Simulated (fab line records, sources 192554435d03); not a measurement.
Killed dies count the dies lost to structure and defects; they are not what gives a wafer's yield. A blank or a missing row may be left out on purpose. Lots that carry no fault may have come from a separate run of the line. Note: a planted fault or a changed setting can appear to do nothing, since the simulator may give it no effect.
Chamber matching :: flow n5Finfet :: rieDiel-03 running N5_DUMMY_GATE_STRIP_41: 4 sister chambers
The step strips in O2. 4 wafers are shown with their chamber, then 7 later ones without.

WAFERS PAIRED WITH THEIR CHAMBERS
wafer: L084.2
chamber: 2
showerheadPlenumPTorr (Torr): 2.07

wafer: L084.5
chamber: 1
showerheadPlenumPTorr (Torr): 2.14

wafer: L085.1
chamber: 0
showerheadPlenumPTorr (Torr): 2.02

wafer: L085.2
chamber: 3
showerheadPlenumPTorr (Torr): 2.16

WAFERS WITH NO CHAMBER GIVEN
wafer: L085.3
showerheadPlenumPTorr (Torr): 2.14

wafer: L085.4
showerheadPlenumPTorr (Torr): 2.07

wafer: L085.5
showerheadPlenumPTorr (Torr): 2.07

wafer: L085.6
showerheadPlenumPTorr (Torr): 2.14

wafer: L092.1
showerheadPlenumPTorr (Torr): 2.07

wafer: L092.3
showerheadPlenumPTorr (Torr): 2.15

wafer: L092.5
showerheadPlenumPTorr (Torr): 2.01

EACH ONE'S CHAMBER
wafer: L085.3
from the rows above: 1
in truth: 1

wafer: L085.4
from the rows above: 2
in truth: 2

wafer: L085.5
from the rows above: 2
in truth: 2

wafer: L085.6
from the rows above: 1
in truth: 1

wafer: L092.1
from the rows above: 2
in truth: 2

wafer: L092.3
from the rows above: can't be placed: 1 or 3
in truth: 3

wafer: L092.5
from the rows above: 0
in truth: 0
Correctly placed: 6 of 7. From these rows, 1 cannot be placed; in 1 the true chamber is one of the candidates. Number placed wrongly: 0.
How it was worked out, from the rows above alone: a wafer's distance from a chamber is the root of the sum, over the readings, of the square of ((its reading less the chamber's mean) divided by the reading's scatter). The wafer belongs to the nearest chamber; if the next one is less than 2 further off, it can't be placed. Each chamber's mean is taken over the wafers shown for it. The scatter: root of mean squared gap, hidden wafer to nearest shown wafer, with one shown wafer a chamber.
